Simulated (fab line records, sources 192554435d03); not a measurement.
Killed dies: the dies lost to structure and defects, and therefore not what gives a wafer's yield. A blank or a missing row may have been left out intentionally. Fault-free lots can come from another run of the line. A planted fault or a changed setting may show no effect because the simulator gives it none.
Split-lot experiment    flow n5-finfet    21 wafers read from 7 lots, route of 1938 steps

== THE SPLIT ==
At N5_BEOL_M8_PECVD_70 (deposits SiO2 from TEOS/O2, target thk 20 nm, time 22.7 s), the setting temp-c was moved away from the recipe's 400 C on 6 of the 21 wafers read, by -4.5% to +4.4%. This setting was run at the recipe's value on the other wafers.

== FROM THE SPLIT TO THE READING: what the file shows between them, 9 steps ==
- N5_BEOL_M8_COAT_59: time 60 s, resist thk 100 nm (also split here: spin-rpm)
- N5_BEOL_M8_COAT_60: time 60 s, resist thk 35 nm
- N5_BEOL_M8_COAT_05: resist thk 90 nm
- N5_BEOL_M8_DESCUM_16: chemistry O2, time 7.9 s
- N5_BEOL_M8_ETCH_61: etches SiARC in CF4, target depth 45.5 nm, time 75.8 s
- N5_BEOL_M8_ETCH_62: etches SOC in N2/H2, target depth 110 nm, overetch 22 nm, time 165 s
- N5_BEOL_M8_STRIP_68: strips in N2/H2
- N5_BEOL_M8_STRIP_67: strips in CF4
- N5_BEOL_M8_STRIP_80: strips in N2/H2, time 10 s

== THE READING ==
SiO2_of_BEOL_M8_PECVD_70.thk-nm (the simulator's own value, which no gauge read), in nm, at N5_BEOL_M8_HM_STRIP_39 (strips TiN in peroxide tin strip, target depth 25 nm, time 158 s). The file gives no usual value for it. Across the 15 wafers here that went through the recipe, the average is 19.7 nm and the standard deviation 0.31 nm.

wafer   tool, chamber at the split  temp-c as run, C  against the recipe  SiO2_of_BEOL_M8_PECVD_70.thk-nm, nm  against lot-mates on the recipe
L074.2  pecvd-04, 2,1               400               recipe              19.6                                 -
L074.3  pecvd-04, 2,1               400               recipe              19.4                                 -
L074.5  pecvd-04, 2                 400               recipe              20.2                                 -
L078.2  pecvd-02, 1                 400               recipe              19.6                                 -
L078.4  pecvd-02, 2                 400               recipe              20                                   -
L078.5  pecvd-02, 0                 400               recipe              20.4                                 -
L082.1  pecvd-01, 2                 400               recipe              19.6                                 -
L082.3  pecvd-01, 2                 382.1             -4.5%               22.4                                 +2.7
L082.5  pecvd-01, 2                 400               recipe              19.8                                 -
L088.3  pecvd-01, 1                 400               recipe              19.4                                 -
L088.4  pecvd-01, 1                 408.3             +2.1%               18.8                                 -0.8
L088.6  pecvd-01, 0                 400               recipe              19.8                                 -
L094.1  pecvd-01, 1                 400               recipe              19.8                                 -
L094.6  pecvd-01, 2                 400               recipe              19.8                                 -
L094.5  pecvd-01, 1                 417.8             +4.4%               17.6                                 -2.2
L095.1  pecvd-04, 0                 393.9             -1.5%               20.8                                 +0.8
L095.2  pecvd-04, 2                 393.9             -1.5%               20.4                                 +0.4
L095.4  pecvd-04, 0                 400               recipe              20                                   -
L096.4  pecvd-01, 2                 400               recipe              19.6                                 -
L096.5  pecvd-01, 0                 400               recipe              19.2                                 -
L096.6  pecvd-01, 1                 417.6             +4.4%               17.4                                 -2.0
When a row names more than one chamber, that row covers several wafers, and the file does not tell which wafer ran in which chamber.

FIT RESULTS
A straight line over all 21 wafers: SiO2_of_BEOL_M8_PECVD_70.thk-nm changes by -0.535 nm for each +1% of temp-c; r = -0.96; the points scatter about the line by 0.29 nm.
The same after taking each lot's own level away (the mean of its wafers on the recipe; 21 wafers): -0.503 nm for each +1%; r = -0.96; scatter 0.26 nm.
The reading moves by 2.2 nm for the largest change in temp-c, on that fit.
Measured against the standard deviation above, the lots' own levels, which go from 19.40 to 20.00 nm, span 2.0 times it.
So the lot-to-lot level changes the slope little: the two slopes agree.
Check: for one of the wafers moved furthest among these (-4.5%), held out of the fit, the line's prediction against its lot-mates is +2.04 nm. It came out at +2.7 nm against them.

== OTHER SPLITS APPLIED TO THESE WAFERS ==
These wafers also went through other splits before the reading. Each is held against what the fit with the lots' levels taken away leaves over:
other split on the same wafers  wafers away from the commonest value  r with SiO2_of_BEOL_M8_PECVD_70.thk-nm (lot level and that fit taken away)
N5_BEOL_M8_COAT_59 spin-rpm     10                                    -0.21

== THE WHOLE CHAIN: every reading that the file lists as answering this split, in the file's order ==
step                    what it does                                                      reading                                                                           change (the file's fit)                r (the file's)
N5_BEOL_M8_PECVD_70     deposits SiO2 from TEOS/O2, target thk 20 nm, time 22.7 s         SiO2_of_BEOL_M8_PECVD_70.thk-nm (the simulator's own value, which no gauge read)  -0.496 nm for each +1% of the setting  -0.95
N5_BEOL_M8_HM_STRIP_39  strips TiN in peroxide tin strip, target depth 25 nm, time 158 s  SiO2_of_BEOL_M8_PECVD_70.thk-nm (the simulator's own value, which no gauge read)  -0.505 nm for each +1% of the setting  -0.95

== FILE'S OWN FIT ==
SiO2_of_BEOL_M8_PECVD_70.thk-nm changes by -0.505 nm for each +1% of temp-c, r = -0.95.
